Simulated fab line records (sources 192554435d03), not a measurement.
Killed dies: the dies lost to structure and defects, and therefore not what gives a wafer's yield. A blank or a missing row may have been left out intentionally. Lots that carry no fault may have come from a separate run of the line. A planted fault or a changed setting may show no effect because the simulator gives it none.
fab line records	flow n5Finfet
record: lots: 9	wafers: 27	lastDay: 17
route steps=1938 shown HKMG_FIN@403 BEOL_M4@1111 PASSIVATION@1936
lots with no fault: from the same line, run without faults
startH: start of the lot's first displayed wafer, in hours after the record's first day	waitH: hours since the lot's step before	" same as the row above	L1.1+2: several wafers, shown together as one row	- no value, or no start was given	* or withheld: withheld	< > ~ a bound
route shown NAME@n: a module of which the file shows steps, and the number in the route of the first	usual: the fault-free wafers' mean and standard deviation	same: alike in all rows	chamber/n: place in a boat	sites: readings site by site	_std_site: standard deviation across them	_edge_site: the outer-site mean with the inner-site mean subtracted	radiusMm: for every site, how far away it sits from the centre of the wafer	mask NAME#n: copy n	behind: the last tool/chamber to shape the wafer	hold: the reason the lot was held/the length of the hold in hours/how it ended	device: whichever transistor did not switch (one of n, p or np)	end of line: at the end of the route, the tests of the same wafers	a step with no rows: only its recipe	killed: not the wafer's yield, but the dies lost to structure and defects at the first sort	map: dies across one wafer; x = killed, . = not, _ = none there
set.NAME: the setting that was run; set.NAME@STEP: the one run at that earlier step	model.NAME: the simulator's own value behind a step, which no gauge read
a sample of lots followed through the steps of the route, with each step as a table and each wafer as a row
services: the hour from which a tool's chamber was out of use, counted from the record's first day as startH (under 0 if before that day), plus the number of hours and why
== steps ==
step: N5_HKMG_FIN_ETCH_55
recipe: chemistry: N2/H2	target: SOC	targetDepthA: 2400	tempC: 40	timeS: 300	ionEnergyEv: 200	maskMaterial: SiARC	pressureMtorr: 30	sourceW: 840	biasW: 150	n2FlowSccm: 200	h2FlowSccm: 200
usual: drypumpMotorCurrentA: 5.7/0.55	oesProductAu: 0.78/0.066	rfFwdPowerW: 837.6/2.4	rfVppV: 523.8/2.4	showerheadPlenumPTorr: 2.54/0.085	throttleValvePct: 17.97/0.19
lot.wafer	tool	chamber	startH	waitH	drypumpMotorCurrentA	oesProductAu	rfFwdPowerW	rfHoursCounterH	rfVppV	showerheadPlenumPTorr	throttleValvePct
L448.1	rieDiel-04	0	73.55	0.0	6.0	0.78	836.1	107	528.1	2.68	18.11
L448.2	"	2	"	"	4.9	0.72	840.9	171	525.9	2.64	17.83
L448.4	"	3	"	"	4.9	0.77	836.4	122	521.2	2.45	18.05
L449.1	rieDiel-05	1	80.29	0.0	6.1	0.78	838.1	161	521.0	2.43	18.01
L449.3	"	3	"	"	5.4	0.81	840.2	130	522.8	2.53	17.62
L449.4	"	0	"	"	5.8	0.76	836.8	144	523.7	2.55	18.19
L459.2	rieDiel-04	3	139.38	0.0	4.9	0.75	837.0	144	520.8	2.45	18.08
L459.3	"	1	"	"	5.8	0.91	834.5	27	524.8	2.59	18.01
L459.4	"	0	"	"	6.0	0.76	840.8	-	527.2	2.67	18.13
L461.4	rieDiel-04	2	151.09	0.0	4.9	0.70	840.8	192	526.7	2.63	17.85
L461.5	"	1	"	"	5.8	0.89	840.3	-	524.5	2.59	18.01
L461.6	"	2	"	"	4.9	0.70	837.3	-	526.8	2.63	17.86
L467.3	rieDiel-05	0	185.73	0.0	5.7	0.72	837.6	184	523.7	2.53	18.29
L467.4	"	2	"	"	6.5	0.79	837.1	130	523.7	2.56	17.78
L467.5	"	0	"	"	5.7	0.72	835.8	-	523.3	2.53	18.26
L468.1	rieDiel-04	2	192.34	0.1	4.8	0.69	837.2	207	526.4	2.62	17.89
L468.4	"	1	"	"	5.8	0.86	838.8	-	525.4	2.58	18.03
L468.6	"	1	"	"	5.8	0.86	837.1	-	524.8	2.58	18.04
L469.1	rieDiel-04	1	197.43	0.0	5.8	0.87	840.9	52	526.6	2.58	18.06
L469.3	"	3	"	"	4.9	0.73	840.1	165	520.6	2.44	18.14
L469.4	"	2	"	"	4.9	0.69	838.0	-	527.0	2.62	17.89
L470.1	rieDiel-04	0	207.34	0.0	6.0	0.75	842.8	142	528.3	2.67	18.15
L470.3	"	2	"	"	4.9	0.68	841.3	214	526.6	2.62	17.90
L470.5	"	2	"	"	4.8	0.68	841.2	-	526.1	2.62	17.90
L471.3	rieDiel-05	2	208.97	0.0	6.5	0.79	837.6	138	524.2	2.55	17.80
L471.4	"	1	"	"	6.1	0.73	835.4	210	520.5	2.41	18.10
L471.6	"	1	"	"	6.1	0.73	834.0	-	522.8	2.41	18.10
step: N5_HKMG_FIN_STRIP_57
recipe: chemistry: CF4	resist: SiARC	powerW: 300	biasPowerW: 75	pressureMtorr: 50	cf4FlowSccm: 150	rfFrequencyHz: 6e+07
usual: drypumpMotorCurrentA: 5.7/0.55	oesProductAu: 0.76/0.059	rfFwdPowerW: 293.1/1.2	rfVppV: 271.1/1.4	showerheadPlenumPTorr: 1.79/0.055	throttleValvePct: 13.70/0.16
lot.wafer	tool	chamber	startH	waitH	drypumpMotorCurrentA	oesProductAu	rfFwdPowerW	rfHoursCounterH	rfVppV	showerheadPlenumPTorr	throttleValvePct
L448.1	rieDiel-04	0	73.74	0.0	6.0	0.77	292.0	107	272.0	1.88	13.66
L448.2	"	2	"	"	4.9	0.73	-	171	272.8	1.85	13.63
L448.4	"	3	"	"	4.9	0.75	292.7	122	269.9	1.73	13.69
L449.1	rieDiel-05	1	80.48	0.0	6.1	0.75	293.5	161	271.5	1.72	13.89
L449.3	"	3	"	"	5.4	0.77	294.9	130	270.9	1.78	13.48
L449.4	"	0	"	"	5.7	0.77	292.6	144	270.9	1.79	13.79
L459.2	rieDiel-04	3	139.57	0.0	4.9	0.73	293.1	144	270.6	1.72	13.74
L459.3	"	1	"	"	5.8	0.88	292.6	27	272.2	1.83	13.65
L459.4	"	0	"	"	6.0	0.75	294.5	-	273.7	1.87	13.70
L461.4	rieDiel-04	2	151.28	0.0	4.8	0.72	291.6	192	271.7	1.85	13.67
L461.5	"	1	"	"	5.8	0.88	291.9	-	271.3	1.83	13.66
L461.6	"	2	"	"	4.9	0.72	-	-	271.7	1.85	13.67
L467.3	rieDiel-05	0	185.92	0.0	5.8	0.73	292.3	185	271.9	1.78	13.89
L467.4	"	2	"	"	6.5	0.78	291.3	130	271.7	1.79	13.53
L467.5	"	0	"	"	5.7	0.73	290.4	-	271.6	1.78	13.92
L468.1	rieDiel-04	2	192.62	0.0	4.8	0.71	-	208	272.2	1.84	13.71
L468.4	"	1	"	"	5.8	0.86	-	-	272.1	1.82	13.70
L468.6	"	1	"	"	5.8	0.85	-	-	271.7	1.82	13.70
L469.1	rieDiel-04	1	197.62	0.0	5.8	0.85	292.3	52	271.2	1.82	13.71
L469.3	"	3	"	"	4.9	0.71	292.8	165	270.0	1.71	13.79
L469.4	"	2	"	"	4.9	0.71	-	-	274.1	1.84	13.72
L470.1	rieDiel-04	0	207.53	0.0	6.0	0.74	293.7	142	272.6	1.87	13.72
L470.3	"	2	"	"	4.8	0.71	-	214	270.6	1.84	13.73
L470.5	"	2	"	"	4.8	0.71	-	-	271.6	1.84	13.72
L471.3	rieDiel-05	2	209.16	0.0	6.5	0.77	293.8	138	270.5	1.79	13.53
L471.4	"	1	"	"	6.1	0.71	292.2	210	269.7	1.71	14.01
L471.6	"	1	"	"	6.1	0.71	292.2	-	269.4	1.71	13.98
step: N5_HKMG_FIN_ALD_79
recipe: material: TiN	targetThkA: 15	tempC: 400	aldPrecursorFamily: TiCl4	aldCoReactant: NH3	pulseTimeS: 1	purgeTimeS: 3	coReactantPurgeTimeS: 2	coReactantPulseTimeS: 2	aldCycles: 68	pressureTorr: 3
usual: heaterPowerOuterW: 551/55	heaterPowerW: 888/74	precursorPulseHeightRel: 1.001/0.02
lot.wafer	tool	chamber	startH	waitH	heaterPowerOuterW	heaterPowerW	precursorPulseHeightRel
L448.1	aldMetal-02	1	74.82	0.0	569	894	1.020
L448.2	"	0	"	"	495	798	1.047
L448.4	"	3	"	"	608	966	1.043
L449.1	aldMetal-02	1	81.56	0.0	553	925	1.012
L449.3	"	0	"	"	496	825	0.962
L449.4	"	2	"	"	569	965	1.015
L459.2	aldMetal-02	0	140.65	0.0	498	805	1.004
L459.3	"	3	"	"	602	977	1.017
L459.4	"	1	"	"	550	881	1.016
L461.4	aldMetal-01	0	152.36	0.0	562	881	1.015
L461.5	"	1	"	"	399	671	0.999
L461.6	"	2	"	"	529	916	1.013
L467.3	aldMetal-04	0	187.01	0.0	516	808	0.995
L467.4	"	1	"	"	650	957	1.023
L467.5	"	3	"	"	545	891	1.013
L468.1	aldMetal-02	3	194.04	0.0	623	1006	0.993
L468.4	"	2	"	"	572	942	0.999
L468.6	"	2	"	"	563	945	0.999
L469.1	aldMetal-04	0	198.70	0.0	510	807	1.025
L469.3	"	3	"	"	543	894	0.964
L469.4	"	0	"	"	507	801	0.978
L470.1	aldMetal-01	3	208.62	0.0	561	922	1.004
L470.3	"	1	"	"	400	695	1.013
L470.5	"	0	"	"	552	853	1.011
L471.3	aldMetal-01	3	210.24	0.0	567	940	1.041
L471.4	"	1	"	"	391	666	0.999
L471.6	"	0	"	"	552	865	1.034
step: N5_HKMG_FIN_EXPOSE_09
recipe: maskId: NWFM	na: 1.35	sourceShape: conventional	sigmaOuter: 0.8	polarization: unpolarized	doseMj: 39.25
usual: exposureDoseMJCm2: 39.38/0.21
same: na: 1.35
lot.wafer	tool	chamber	startH	waitH	mask	exposureDoseMJCm2
L448.1	arfiScanner-01	0	76.61	-	NWFM#0	39.76
L448.2	"	0	"	"	NWFM#0	39.68
L448.4	"	0	"	"	NWFM#0	39.69
L449.1	arfiScanner-03	0	83.40	-	NWFM#0	39.24
L449.3	"	0	"	"	NWFM#0	39.22
L449.4	"	0	"	"	NWFM#0	39.19
L459.2	arfiScanner-02	0	142.54	-	NWFM#0	39.22
L459.3	"	0	"	"	NWFM#0	39.22
L459.4	"	0	"	"	NWFM#0	39.27
L461.4	arfiScanner-02	0	154.09	-	NWFM#0	39.25
L461.5	"	0	"	"	NWFM#0	39.22
L461.6	"	0	"	"	NWFM#0	39.26
L467.3	arfiScanner-02	0	188.81	-	NWFM#0	31.11
L467.4	"	0	"	"	NWFM#0	31.15
L467.5	"	0	"	"	NWFM#0	31.13
L468.1	arfiScanner-01	0	195.83	-	NWFM#0	39.77
L468.4	"	0	"	"	NWFM#0	39.72
L468.6	"	0	"	"	NWFM#0	39.73
L469.1	arfiScanner-02	0	200.60	-	NWFM#0	32.76
L469.3	"	0	"	"	NWFM#0	32.81
L469.4	"	0	"	"	NWFM#0	32.74
L470.1	arfiScanner-03	0	210.41	-	NWFM#0	39.20
L470.3	"	0	"	"	NWFM#0	39.25
L470.5	"	0	"	"	NWFM#0	39.26
L471.3	arfiScanner-01	0	212.04	-	NWFM#0	39.76
L471.4	"	0	"	"	NWFM#0	39.67
L471.6	"	0	"	"	NWFM#0	39.69
step: N5_HKMG_FIN_CD_MEAS_12
recipe: targetCdNm: 92.8	landingEnergyEv: 500	detector: seInlens
usual: cdNm: 93.0/0.62
lot.wafer	tool	chamber	startH	waitH	cdNm
L448.1	cdSem-03	0	76.73	-	92.9
L448.2	"	0	"	"	92.1
L448.4	"	0	"	"	93.9
L449.1	cdSem-03	0	83.53	-	92.9
L449.3	"	0	"	"	93.0
L449.4	"	0	"	"	93.4
L459.2	cdSem-02	0	142.66	-	92.3
L459.3	"	0	"	"	92.7
L459.4	"	0	"	"	92.0
L461.4	cdSem-01	0	154.20	-	93.4
L461.5	"	0	"	"	94.1
L461.6	"	0	"	"	93.1
L467.3	cdSem-03	0	188.92	-	78.7
L467.4	"	0	"	"	77.8
L467.5	"	0	"	"	78.1
L468.1	cdSem-01	0	195.95	-	93.1
L468.4	"	0	"	"	92.4
L468.6	"	0	"	"	93.1
L469.1	cdSem-02	0	200.72	-	81.3
L469.3	"	0	"	"	81.5
L469.4	"	0	"	"	80.7
L470.1	cdSem-03	0	210.53	-	92.6
L470.3	"	0	"	"	92.5
L470.5	"	0	"	"	92.2
L471.3	cdSem-02	0	212.16	-	92.8
L471.4	"	0	"	"	92.6
L471.6	"	0	"	"	92.6
step: N5_BEOL_M4_RC_MEAS_101
usual: DIBL_N: 35.9/1.9	DIBL_P: 35.8/2.4	IOFF_N: 0.15/0.031	IOFF_P: 0.21/0.037	ION_N: 672/13	ION_P: 462/8.3	SS_N: 71.5/0.72	SS_P: 73.2/0.67	VT_N: 250/3.4	VT_P: -250/3.4
lot.wafer	tool	chamber	startH	waitH	DIBL_N[mV/V]	DIBL_P[mV/V]	IOFF_N[nA/um]	IOFF_P[nA/um]	ION_N[uA/um]	ION_P[uA/um]	SS_N[mV/dec]	SS_P[mV/dec]	VT_N[mV]	VT_P[mV]
L448.1	prober-02	0	166.95	0.0	37.0	37.6	0.15	0.22	676	466	71.2	73.8	250	-250
L448.2	"	0	"	"	36.5	35.3	0.13	0.18	657	450	71.2	73.2	253	-253
L448.4	"	0	"	"	36.5	36.1	0.13	0.19	660	457	71.4	72.7	252	-251
L449.1	prober-01	0	176.60	0.0	36.6	36.7	0.16	0.23	671	469	71.6	73.5	250	-248
L449.3	"	0	"	"	34.4	35.1	0.12	0.21	640	456	70.6	73.6	257	-249
L449.4	"	0	"	"	35.2	36.2	0.14	0.23	667	472	70.9	73.5	253	-249
L459.2	prober-02	0	244.59	0.2	37.5	36.0	0.17	0.22	689	475	71.7	72.8	248	-247
L459.3	"	0	"	"	36.8	35.3	0.16	0.21	670	464	71.8	72.9	248	-246
L459.4	"	0	"	"	39.8	39.6	0.23	0.31	699	482	72.4	73.8	243	-241
L461.4	prober-01	0	245.17	0.5	36.8	38.0	0.17	0.24	676	465	71.6	73.1	249	-245
L461.5	"	0	"	"	35.0	35.3	0.14	0.20	655	459	71.8	73.2	253	-247
L461.6	"	0	"	"	34.6	36.1	0.14	0.21	679	470	71.0	73.0	249	-246
L467.3	prober-01	0	276.05	0.3	36.3	34.0	0.16	0.20	682	465	71.4	73.8	250	-250
L467.4	"	0	"	"	33.1	30.0	0.10	0.14	656	453	71.2	72.4	254	-253
L467.5	"	0	"	"	34.3	32.4	0.12	0.17	669	461	70.8	72.6	252	-255
L468.1	prober-01	0	295.81	0.0	37.3	37.4	0.19	0.26	682	470	71.5	73.0	244	-246
L468.4	"	0	"	"	35.4	36.2	0.16	0.23	676	472	70.8	73.6	247	-248
L468.6	"	0	"	"	35.8	35.8	0.17	0.23	688	471	70.9	72.9	247	-248
L470.1	prober-01	0	310.02	0.0	38.1	39.6	0.19	0.26	677	462	72.5	74.5	246	-246
L470.3	"	0	"	"	37.9	38.2	0.18	0.23	696	474	72.1	74.2	249	-248
L470.5	"	0	"	"	35.8	37.0	0.15	0.20	674	464	71.2	74.0	251	-251
L469.1	prober-02	0	310.27	0.0	36.2	39.0	0.16	0.23	667	459	71.7	73.3	252	-248
L469.3	"	0	"	"	37.0	39.4	0.16	0.22	662	451	71.6	73.5	249	-250
L469.4	"	0	"	"	35.5	37.0	0.14	0.19	672	461	71.8	73.1	252	-250
L471.3	prober-02	0	313.89	0.3	34.6	33.6	0.13	0.20	674	473	70.6	72.7	250	-251
L471.4	"	0	"	"	36.8	35.7	0.17	0.23	690	475	71.4	73.0	249	-247
L471.6	"	0	"	"	36.9	35.7	0.16	0.23	682	473	71.3	72.5	253	-247
step: N5_PASSIVATION_PROBE_49
usual: defectLimitedYield: 91.6/1.2	killed_at_M0_to_M3: 33/9.4	killed_at_M4_up: 13/5.2	killedAtContacts: 13/5.6	killedAtFrontEnd: 37/9.5	killedAtOther: 4/3.1	killedDies: 99/15	killedOpen: 65/11	killedShort: 32/7.5	sort_bin_5_function: 4.9/0.77	sort_bin_6_memory: 3.1/0.65	sort_bin_8_speed: 0.01/0.056	sortNPass: 1081/15	sortYieldPct: 91.6/1.2
same: grossDies: 1180	killedAtBackSide: 0	sort_bin_4_leakage[%]: 0
lot.wafer	tool	chamber	startH	waitH	defectLimitedYield[%]	killed_at_M0_to_M3	killed_at_M4_up	killedAtContacts	killedAtFrontEnd	killedAtOther	killedDies	killedOpen	killedShort	sort_bin_5_function[%]	sort_bin_6_memory[%]	sort_bin_8_speed[%]	sortNPass	sortYieldPct[%]
L467.3	prober-01	-	376.43	0.1	74.8	32	13	17	234	1	297	63	28	22.5	2.5	0	883	74.8
L467.4	prober-01	-	376.48	0.2	69.7	51	15	11	277	3	357	83	56	24.7	5.0	0	823	69.7
L467.5	prober-01	-	376.53	0.2	68.9	26	13	15	309	4	367	72	40	27.8	3.1	0	813	68.9
L469.1	prober-02	-	417.47	0.0	82.9	48	10	11	128	5	202	83	38	12.9	3.7	0	978	82.9
L469.3	prober-02	-	417.57	0.1	86.9	33	9	16	94	2	154	77	27	9.2	3.6	0	1026	86.9
L469.4	prober-02	-	417.62	0.2	87.1	35	15	9	84	9	152	64	35	8.9	3.7	0	1028	87.1
killed by level:class
L467.3 HKMG_FIN:areaExpose=205 MOL_CONTACT_COAG:geometricParticle:open=16 BEOL_M3:geometricParticle:open=10 FIN_SAQP:geometricParticle:short=6 STI_FIN_REVEAL:geometricParticle:open=5 BEOL_M0_SAQP:geometricParticle:open=5 STARTING-WAFER:geometricParticle:short=5 BEOL_M0_SAQP:geometricParticle:short=4
L467.4 HKMG_FIN:areaExpose=217 FIN_SAQP:geometricParticle:open=18 FIN_SAQP:geometricParticle:short=16 BEOL_M0_SAQP:geometricParticle:short=12 BEOL_M3:geometricParticle:open=9 MOL_CONTACT_COAG:geometricParticle:open=9 BEOL_M0_SAQP:geometricParticle:open=9 GATE_CUT:geometricParticle:short=8
L467.5 HKMG_FIN:areaExpose=255 MOL_CONTACT_COAG:geometricParticle:open=15 FIN_SAQP:geometricParticle:short=14 STI_FIN_REVEAL:geometricParticle:open=10 FIN_SAQP:geometricParticle:open=9 BEOL_M0_SAQP:geometricParticle:open=7 BEOL_M0_SAQP:geometricParticle:short=7 BEOL_M3:geometricParticle:open=6
L469.1 HKMG_FIN:areaExpose=80 BEOL_M0_SAQP:geometricParticle:open=15 STI_FIN_REVEAL:geometricParticle:open=12 BEOL_M0_SAQP:geometricParticle:short=8 BEOL_M3:geometricParticle:open=8 FIN_SAQP:geometricParticle:short=7 MOL_CONTACT_COAG:geometricParticle:open=7 FIN_SAQP:geometricParticle:open=6
L469.3 HKMG_FIN:areaExpose=50 MOL_CONTACT_COAG:geometricParticle:open=14 FIN_SAQP:geometricParticle:open=9 STI_FIN_REVEAL:geometricParticle:open=8 BEOL_M3:geometricParticle:open=8 BEOL_M0_SAQP:geometricParticle:short=7 FIN_SAQP:geometricParticle:short=6 BEOL_M1:geometricParticle:open=6
L469.4 HKMG_FIN:areaExpose=52 STI_FIN_REVEAL:geometricParticle:open=8 MOL_CONTACT_COAG:geometricParticle:open=7 BEOL_M1:geometricParticle:open=7 BEOL_M0:geometricParticle:open=6 BEOL_M1:geometricParticle:short=6 BEOL_M4:geometricParticle:open=6 FIN_SAQP:geometricParticle:open=5
== services ==
tool	chamber	startH	hours	kind
arfiScanner-03	-	54.05	1.0	pm
arfiScanner-01	-	65.50	3.1	pm
rieDiel-05	3	71.28	7.9	repair
arfiScanner-01	-	71.91	0.8	pm
rieDiel-04	-	74.60	3.1	repair
aldMetal-01	1	76.68	25.5	repair
arfiScanner-02	-	78.91	11.0	repair
arfiScanner-01	-	88.39	1.5	repair
rieDiel-05	1	93.73	1.5	repair
arfiScanner-02	-	104.66	1.3	pm
arfiScanner-02	-	121.20	0.8	pm
rieDiel-05	-	130.49	0.3	repair
aldMetal-04	-	140.81	0.4	repair
arfiScanner-01	-	143.65	1.3	pm
aldMetal-01	-	144.94	6.0	pm
aldMetal-02	0	148.49	1.9	repair
arfiScanner-03	-	150.42	1.3	pm
arfiScanner-02	-	155.98	0.3	repair
rieDiel-04	0	167.03	32.6	repair
arfiScanner-02	-	179.49	1.8	repair
arfiScanner-01	-	189.68	1.0	pm
rieDiel-04	3	191.39	5.6	repair
arfiScanner-02	-	192.42	1.0	pm
arfiScanner-02	-	201.43	4.9	pm
== key ==
firstSign: step: N5_HKMG_FIN_EXPOSE_09	reading: exposureDoseMJCm2	direction: down	sigmas: 36	usual: 39.38	struck: 31.95
effect: step: N5_HKMG_FIN_CD_MEAS_12	reading: cdNm	direction: down	sigmas: 22	usual: 93.0	struck: 79.7	through: controlLoop
effect: step: N5_PASSIVATION_PROBE_49	reading: sort_bin_5_function	direction: up	sigmas: 16	usual: 4.9	struck: 17.6
moreKillsBornAt: N5_HKMG_FIN_EXPOSE_09@arfiScanner-02: 859
metAt N5_HKMG_FIN_EXPOSE_09
struckLots L467,L469
loopTrim: step: N5_HKMG_FIN_EXPOSE_09	setting: dose	lots: L469
notActingAt N5_HKMG_FIN_ETCH_55,N5_HKMG_FIN_STRIP_57,N5_HKMG_FIN_ALD_79
onsetBetween 154.09 188.81
fault: kind: processParameterDrift	tool: arfiScanner-02	chamber: -	onsetH: 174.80	steps: N5_HKMG_FIN_EXPOSE_09	channel: doseMj	offset: -8.1054	shape: step	actsIn: theseRecipesOnly	stated: 39.25
loopTrim: a control loop set the setting to another value than it would have without faults
